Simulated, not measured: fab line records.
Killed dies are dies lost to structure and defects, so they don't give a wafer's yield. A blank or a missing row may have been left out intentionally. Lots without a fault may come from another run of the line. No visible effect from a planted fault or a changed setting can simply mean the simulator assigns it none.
Matching of chambers :: flow nand harc :: NHARC_P_STI_CMP_21 on cmp-03: 4 sister chambers
The step polishes, t overpolish 20 s, target thk 380.67 nm. 4 wafers are shown with their chamber, then 11 later ones without.

## WAFERS, EACH WITH ITS CHAMBER
wafer: L090.5
chamber: 2
motor current A (A): 11.5

wafer: L092.2
chamber: 0
motor current A (A): 12.4

wafer: L092.6
chamber: 1
motor current A (A): 10.1

wafer: L093.1
chamber: 3
motor current A (A): 10.8

## WAFERS WITHOUT THEIR CHAMBER
wafer: L093.2
motor current A (A): 12.0

wafer: L093.5
motor current A (A): 12.2

wafer: L095.1
motor current A (A): 12.3

wafer: L095.2
motor current A (A): 11.1

wafer: L095.6
motor current A (A): 12.0

wafer: L096.1
motor current A (A): 10.5

wafer: L096.4
motor current A (A): 11.5

wafer: L096.6
motor current A (A): 11.9

wafer: L097.1
motor current A (A): 12.4

wafer: L097.3
motor current A (A): 12.1

wafer: L097.5
motor current A (A): 12.0

## EACH ONE'S CHAMBER
wafer: L093.2
from the rows above: can't be placed: 0 or 2
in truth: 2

wafer: L093.5
from the rows above: can't be placed: 0 or 2
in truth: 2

wafer: L095.1
from the rows above: 0
in truth: 0

wafer: L095.2
from the rows above: can't be placed: 3 or 2
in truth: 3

wafer: L095.6
from the rows above: can't be placed: 0 or 2
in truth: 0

wafer: L096.1
from the rows above: can't be placed: 3 or 1
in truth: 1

wafer: L096.4
from the rows above: 2
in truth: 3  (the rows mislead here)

wafer: L096.6
from the rows above: can't be placed: 2 or 0
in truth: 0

wafer: L097.1
from the rows above: 0
in truth: 0

wafer: L097.3
from the rows above: can't be placed: 0 or 2
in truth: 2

wafer: L097.5
from the rows above: can't be placed: 0 or 2
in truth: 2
2 of 11 placed correctly. Cannot be placed on the basis of these rows: 8; the candidates contain the true chamber in 8. Placed wrongly: 1.
How it was worked out, from the rows above alone: a wafer's distance from a chamber is the root of the sum, over the readings, of the square of ((its reading less the chamber's mean) divided by the reading's scatter). The wafer belongs to the nearest chamber; if the next one is less than 2 further off, it can't be placed. Each chamber's mean is taken over the wafers shown for it. The scatter: with one shown wafer a chamber, the root of the mean of the squares of how far each hidden wafer lies from its nearest shown one.
